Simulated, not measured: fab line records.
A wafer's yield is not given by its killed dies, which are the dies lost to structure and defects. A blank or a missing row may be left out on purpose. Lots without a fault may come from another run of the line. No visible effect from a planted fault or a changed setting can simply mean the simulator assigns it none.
fab line records | flow n5-finfet
record lots=11 wafers=33 last-day=15
route steps=1938 shown GATE_CUT@465
lots untouched by any fault: they come from a run of this same line in which no faults occurred
start-h: hours from the record's opening day to when the first of the lot's shown wafers began | wait-h: hours elapsed since this lot's preceding step | " the same as in the row above | L1.1+2: a single row standing in for several wafers | - either no value or no given start | * or withheld: withheld | < > ~ a bound
route shown NAME@n: names a module that has steps shown in the file, with the first one's number in the route | usual: mean/standard deviation taken from wafers without a fault | same: alike in all rows | chamber/n: place in a boat | sites: the reading at each site | _std_site: the values' standard deviation | _edge_site: the outer-site mean with the inner-site mean subtracted | radius-mm: for every site, how far away it sits from the centre of the wafer | mask NAME#n: copy n | behind: the last tool/chamber to shape the wafer | hold: what put the lot on hold/how long, in hours/how the hold closed | device: which transistor (n, p or np) failed to switch | end of line: the same wafers' tests at the end of the route | a step given without rows: its recipe and nothing more | killed: at the first sort, the dies lost to defects and structure; wafer yield is something else | map: a wafer's dies, marking killed ones x, the rest . and places with no die _
set.NAME: setting as actually run; set.NAME@STEP: the setting as run at that earlier step | model.NAME: the simulator's own value behind a step, which no gauge read
a sample of lots followed through the steps of the route, with each step as a table and each wafer as a row
services: when a tool's chamber went out of use (start-h, in hours from the record's first day, below 0 if earlier), for how many hours, and the reason
## steps
# step N5_GATE_CUT_ETCHBACK_00
# recipe chemistry=SF6/Cl2 target=W pressure-mtorr=8 icp-w=900 bias-w=80 SF6_flow_sccm=40 Cl2_flow_sccm=60
# usual drypump-motor-current-A=5.7/0.44 oes-product-au=0.75/0.11 throttle-valve-pct=27.62/0.22
# columns lot.wafer tool chamber start-h wait-h drypump-motor-current-A oes-product-au rf-hours-counter-h throttle-valve-pct
L470.2 rie-metal-01 1 85.53 0.0 6.2 0.86 21 27.75
L470.3 " 0 " " 5.5 0.60 - 27.90
L470.6 " 1 " " 6.2 0.86 - 27.75
L472.1 rie-metal-01 0 92.64 0.0 5.5 0.59 138 27.91
L472.3 " 0 " " 5.5 0.60 - 27.91
L472.4 " 1 " " 6.2 0.85 - 27.76
L473.2 rie-metal-03 1 97.68 0.0 5.7 0.81 27 27.29
L473.3 " 1 " " 5.6 0.81 - 27.27
L473.4 " 0 " " 5.5 0.86 - 27.61
L475.2 rie-metal-03 0 109.67 0.0 5.6 0.87 18 27.61
L475.4 " 0 " " 5.6 0.87 - 27.61
L475.5 " 1 " " 5.7 0.81 - 27.27
L476.1 rie-metal-01 1 115.43 0.0 6.2 0.85 23 27.75
L476.3 " 1 " " 6.2 0.85 - 27.74
L476.5 " 1 " " 6.2 0.85 - 27.75
L478.3 rie-metal-01 1 127.17 0.1 6.2 0.84 - 27.75
L478.4 " 0 " " 5.5 0.59 - 27.92
L478.5 " 0 " " 5.5 0.59 - 27.92
L479.3 rie-metal-01 1 133.57 0.1 6.2 0.84 - 27.75
L479.5 " 1 " " 6.2 0.84 - 27.75
L479.6 " 0 " " 5.5 0.60 - 27.93
L482.1 rie-metal-02 0 152.44 0.0 4.8 0.65 102 27.32
L482.3 " 1 " " 6.2 0.65 - 27.74
L482.5 " 0 " " 4.8 0.65 - 27.31
L483.2 rie-metal-01 1 156.91 0.1 6.2 0.83 - 27.76
L483.4 " 1 " " 6.2 0.83 - 27.77
L483.5 " 1 " " 6.2 0.83 - 27.73
L484.1 rie-metal-01 1 164.73 0.0 6.2 0.84 28 27.76
L484.2 " 1 " " 6.2 0.84 - 27.77
L484.4 " 1 " " 6.2 0.83 - 27.76
L485.1 rie-metal-01 0 172.08 0.0 5.5 0.99 0 27.63
L485.5 " 0 " " 5.5 0.98 - 27.63
L485.6 " 1 " " 6.2 0.83 - 27.77
# step N5_GATE_CUT_ETCH_58
# recipe chemistry=CH3F/O2 target=SiNx target-depth-a=170 time-s=128.6 ion-energy-ev=50 pressure-mtorr=30 source-w=415 bias-w=21 Ar_flow_sccm=150 CH3F_flow_sccm=30 O2_flow_sccm=20
# usual CH3F_flow_sccm=29.99/0.08 drypump-motor-current-A=5.7/0.38 oes-product-au=0.76/0.072 rf-vpp-V=99.2/0.82 showerhead-plenum-p-Torr=2.01/0.066 throttle-valve-pct=16.39/0.2
# columns lot.wafer tool chamber start-h wait-h CH3F_flow_sccm drypump-motor-current-A oes-product-au rf-hours-counter-h rf-vpp-V showerhead-plenum-p-Torr throttle-valve-pct
L470.2 rie-diel-06 2 85.99 0.1 29.99 5.9 0.74 171 99.6 2.08 16.38
L470.3 " 0 " " 30.18 5.7 0.72 213 99.8 2.06 16.24
L470.6 " 1 " " 30.07 5.8 0.76 - 97.7 1.93 16.44
L472.1 rie-diel-05 0 93.02 0.0 29.97 6.0 0.73 171 99.4 2.08 16.70
L472.3 " 2 " " 30.14 5.1 0.91 23 99.2 2.04 16.16
L472.4 " 1 " " 30.10 5.5 0.73 158 97.9 1.91 16.39
L473.2 rie-diel-04 0 98.02 0.1 29.91 5.6 0.88 31 98.1 1.96 16.27
L473.3 " 1 " " 30.15 5.9 0.70 203 100.6 2.07 16.45
L473.4 " 1 " " 30.01 5.9 0.70 - 99.6 2.07 16.45
L475.2 rie-diel-05 3 110.06 0.1 29.92 5.7 0.86 65 97.8 1.94 15.99
L475.4 " 1 " " 30.03 5.5 0.73 164 100.0 1.91 16.40
L475.5 " 1 " " 30.07 5.5 0.74 - 97.8 1.91 16.41
L476.1 rie-diel-04 2 115.72 0.0 29.97 6.5 0.65 283 98.4 1.96 16.85
L476.3 " 0 " " 29.93 5.6 0.87 38 99.1 1.96 16.26
L476.5 " 0 " " 29.96 5.6 0.87 - 99.6 1.96 16.27
L478.3 rie-diel-06 3 127.42 0.0 30.08 5.2 0.76 146 99.7 2.09 16.18
L478.4 " 1 " " 29.92 5.8 0.74 135 99.3 1.92 16.47
L478.5 " 2 " " 30.04 5.9 0.73 - 100.4 2.08 16.43
L479.3 rie-diel-06 1 133.82 0.0 29.98 5.8 0.74 138 99.9 1.92 16.48
L479.5 " 3 " " 30.03 5.2 0.76 - 99.8 2.09 16.17
L479.6 " 2 " " 30.08 5.9 0.73 - 100.1 2.07 16.41
L482.1 rie-diel-04 1 152.73 0.0 30.00 5.9 0.68 225 99.6 2.07 16.51
L482.3 " 2 " " 29.91 6.5 0.64 - 98.2 1.95 16.86
L482.5 " 1 " " 30.09 5.9 0.69 - 99.7 2.07 16.52
L483.2 rie-diel-06 3 157.43 0.1 30.06 5.2 0.76 155 99.8 2.09 16.16
L483.4 " 0 " " 30.13 5.7 0.71 234 100.6 2.06 16.27
L483.5 " 0 " " 29.99 5.7 0.71 - 99.3 2.06 16.28
L484.1 rie-diel-04 1 165.30 0.1 29.81 5.9 0.68 230 99.2 2.06 16.54
L484.2 " 0 " " 30.02 5.6 0.85 55 100.0 1.95 16.30
L484.4 " 0 " " 29.84 5.6 0.83 - 97.7 1.95 16.32
L485.1 rie-diel-05 2 172.54 0.2 29.83 5.1 0.87 48 100.3 2.03 16.20
L485.5 " 1 " " 30.16 5.5 0.72 - 99.1 1.91 16.45
L485.6 " 2 " " 29.93 5.1 0.87 - 100.0 2.03 16.18
# step N5_GATE_CUT_CMP_02
# recipe stop-on=SiO2 t-overpolish-s=12.7 post-cmp-clean=alkaline-brush down-force-psi=2.5 platen-rpm=51.8 pad-velocity-m-s=1.0307 target-thk-nm=0
# usual edge-zone-pressure-frac=1.000/0.0051 motor-current-A=9.0/0.83 overpolish-run-s=12.699/0.0087 time-to-endpoint-s=24.4/2.3
# columns lot.wafer tool chamber start-h wait-h edge-zone-pressure-frac motor-current-A overpolish-run-s time-to-endpoint-s
L470.3 cmp-03 2 88.62 0.1 0.999 8.0 12.690 25.7
L470.2 " 0 " " 1.009 10.1 12.692 27.3
L470.6 " 1 " " 1.006 8.9 12.701 27.0
L472.4 cmp-02 1 96.40 0.0 1.001 9.9 12.716 27.8
L472.1 " 2 " " 1.000 10.1 12.689 25.7
L472.3 " 3 " " 1.005 8.7 12.705 24.6
L473.2 cmp-03 3 101.80 0.1 0.999 7.6 12.687 29.1
L473.4 " 1 " " 0.996 8.5 12.690 27.0
L473.3 " 2 " " 1.000 8.0 12.716 26.2
L475.4 cmp-02 2 112.75 0.0 1.007 10.2 12.692 26.4
L475.2 " 0 " " 1.007 10.0 12.701 25.3
L475.5 " 3 " " 1.000 8.9 12.713 25.3
L476.3 cmp-03 2 118.39 0.1 0.996 8.1 12.685 21.8
L476.1 " 3 " " 0.996 8.3 12.710 22.2
L476.5 " 1 " " 0.995 8.8 12.704 22.4
L478.3 cmp-03 1 130.00 0.1 1.012 8.7 12.705 26.5
L478.4 " 0 " " 0.995 9.7 12.686 25.4
L478.5 " 1 " " 1.013 8.8 12.677 24.0
L479.3 cmp-04 0 136.49 0.1 0.998 8.8 12.695 26.8
L479.6 " 2 " " 1.000 9.3 12.706 24.3
L479.5 " 3 " " 0.996 8.8 12.692 25.1
L482.1 cmp-03 2 156.12 0.1 1.000 8.2 12.694 21.7
L482.3 " 3 " " 0.996 8.0 12.708 21.7
L482.5 " 2 " " 1.000 8.5 12.678 23.4
L483.2 cmp-03 0 160.04 0.1 1.003 10.6 12.710 22.4
L483.4 " 1 " " 0.999 8.8 12.700 21.2
L483.5 " 0 " " 1.003 10.5 12.691 21.4
L484.4 cmp-04 0 167.88 0.0 0.999 8.8 12.702 25.5
L484.2 " 1 " " 1.000 9.1 12.693 20.6
L484.1 " 2 " " 0.992 9.2 12.694 24.0
L485.1 cmp-03 1 175.13 0.1 1.002 8.6 12.716 22.6
L485.6 " 1 " " 1.000 8.4 12.710 21.0
L485.5 " 2 " " 0.997 8.0 12.709 23.6
# step N5_GATE_CUT_EXPOSE_10
# recipe mask-id=GATE_CUT na=0.33 source-shape=annular sigma-inner=0.35 sigma-outer=0.8 polarization=unpolarized target-cd-nm=20 dose-mj=43.25
# columns lot.wafer tool chamber start-h wait-h mask
L470.2+3+6 euv-scanner-02 0 89.25 - GATE_CUT#0
L472.1+3+4 euv-scanner-02 0 96.94 - GATE_CUT#0
L473.2+3+4 euv-scanner-02 0 102.34 - GATE_CUT#0
L475.2+4+5 euv-scanner-01 0 113.42 - GATE_CUT#0
L476.1+3+5 euv-scanner-01 0 118.85 - GATE_CUT#0
L478.3+4+5 euv-scanner-02 0 130.55 - GATE_CUT#0
L479.3+5+6 euv-scanner-02 0 136.96 - GATE_CUT#0
L482.1+3+5 euv-scanner-01 0 156.65 - GATE_CUT#0
L483.2+4+5 euv-scanner-01 0 160.58 - GATE_CUT#0
L484.1+2+4 euv-scanner-01 0 168.42 - GATE_CUT#0
L485.1+5+6 euv-scanner-01 0 175.66 - GATE_CUT#0
# step N5_GATE_CUT_OVL_MEAS_14
# recipe points-per-wafer=522
# usual GATE_CUT_OVL=-0.7/0.67
# columns lot.wafer tool chamber start-h wait-h GATE_CUT_OVL[nm]
L470.2 overlay-01 0 89.41 0.0 -0.8
L470.3 " 0 " " 0.4
L470.6 " 0 " " 0.0
L472.1 overlay-02 0 97.10 0.0 -1.8
L472.3 " 0 " " 0.3
L472.4 " 0 " " 0.3
L473.2 overlay-01 0 102.50 0.0 -0.4
L473.3 " 0 " " -1.0
L473.4 " 0 " " 0.8
L475.2 overlay-01 0 113.58 0.0 -1.7
L475.4 " 0 " " -1.1
L475.5 " 0 " " -2.1
L476.1 overlay-02 0 119.01 0.0 -0.2
L476.3 " 0 " " -1.0
L476.5 " 0 " " -1.6
L478.3 overlay-01 0 130.71 0.0 -0.3
L478.4 " 0 " " -0.8
L478.5 " 0 " " -0.4
L479.3 overlay-02 0 137.12 0.0 -1.9
L479.5 " 0 " " -1.7
L479.6 " 0 " " -1.1
L482.1 overlay-02 0 156.82 0.0 4.1
L482.3 " 0 " " 3.2
L482.5 " 0 " " 3.8
L483.2 overlay-02 0 160.75 0.0 3.9
L483.4 " 0 " " 4.8
L483.5 " 0 " " 5.1
L484.1 overlay-02 0 168.58 0.0 4.7
L484.2 " 0 " " 4.1
L484.4 " 0 " " 3.9
L485.1 overlay-01 0 175.83 0.0 3.9
L485.5 " 0 " " 4.5
L485.6 " 0 " " 4.6
## services
# columns tool chamber start-h hours kind
cmp-02 - 69.70 1.7 repair
euv-scanner-02 - 79.23 0.6 repair
rie-diel-06 3 81.36 10.5 repair
rie-diel-04 0 85.45 2.4 repair
cmp-04 - 89.89 0.8 repair
cmp-04 - 100.86 1.2 repair
cmp-02 - 104.25 0.9 repair
euv-scanner-01 - 104.94 4.6 pm
rie-diel-05 0 105.22 2.4 repair
cmp-03 - 106.39 1.6 repair
euv-scanner-02 - 109.54 1.0 pm
euv-scanner-01 - 110.58 1.0 pm
euv-scanner-01 - 119.82 0.4 repair
cmp-03 - 120.56 4.7 pm
cmp-02 - 124.95 4.0 pm
cmp-03 - 133.54 4.0 repair
euv-scanner-01 - 139.87 2.7 repair
euv-scanner-02 - 143.60 2.5 repair
rie-metal-01 0 148.50 - clean
rie-diel-05 0 149.24 2.4 repair
rie-diel-04 0 150.26 5.2 repair
euv-scanner-02 - 153.10 63.5 repair
cmp-03 - 167.87 1.6 repair
rie-diel-06 1 175.19 8.7 repair
## key
first-sign step=N5_GATE_CUT_OVL_MEAS_14 reading=GATE_CUT_OVL direction=up sigmas=7.4 usual=-0.7 struck=4.2
effect none on later readings
met-at N5_GATE_CUT_EXPOSE_10
struck-lots L482,L483,L484,L485
rows-end L482.1,L482.3,L482.5,L483.2,L483.4,L483.5
not-acting-at N5_GATE_CUT_ETCHBACK_00,N5_GATE_CUT_ETCH_58,N5_GATE_CUT_CMP_02
onset-between 118.85 156.65
also-fits time
fault kind=scanner-matching-overlay tool=euv-scanner-01 chamber=- onset-h=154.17 steps=N5_GATE_CUT_EXPOSE_10 offset=5.0147
# rows-end: these wafers met a further fault down the route, and their rows from its step on are left out
